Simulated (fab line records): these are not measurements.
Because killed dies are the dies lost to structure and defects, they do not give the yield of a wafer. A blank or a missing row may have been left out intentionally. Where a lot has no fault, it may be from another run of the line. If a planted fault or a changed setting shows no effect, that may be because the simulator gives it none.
Chamber matching ; flow n5 finfet ; N5_BEOL_M1_ALD_98 on ald sin-03: 4 sister chambers
The step deposits SiO2, target thk 2.5 nm, pulse time 1 s, co reactant pulse time 1 s. 4 wafers are shown with their chamber, then 9 later ones without.

EACH WAFER AND ITS CHAMBER
wafer;chamber;heater power w (W)
L086.5;3;71
L090.1;0;75
L090.5;2;89
L090.6;1;72

WAFERS MISSING THEIR CHAMBER
wafer;heater power w (W)
L096.1;74
L096.2;74
L096.3;88
L096.4;74
L096.5;75
L096.6;73
L097.1;73
L097.2;88
L097.5;90

EACH ONE'S CHAMBER
wafer;from the rows above;in truth
L096.1;can't be placed: 0 or 1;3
L096.2;can't be placed: 0 or 1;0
L096.3;2;2
L096.4;can't be placed: 0 or 1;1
L096.5;0;0
L096.6;can't be placed: 1 or 0 or 3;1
L097.1;can't be placed: 1 or 0 or 3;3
L097.2;2;2
L097.5;2;2
Placed correctly: 4 of 9. From these rows, 5 cannot be placed; in 4 the true chamber is one of the candidates. Number placed wrongly: 0.
How it was worked out, from the rows above alone: a wafer's distance from a chamber is the root of the sum, over the readings, of the square of ((its reading less the chamber's mean) divided by the reading's scatter). If the next closest chamber is less than 2 further off than the closest, the wafer can't be placed; otherwise it belongs to the closest. For every chamber, the mean is computed from those of its wafers that are shown. The scatter (one wafer shown for each chamber): square how far every hidden wafer sits from the nearest shown wafer, average those squares and take the square root.
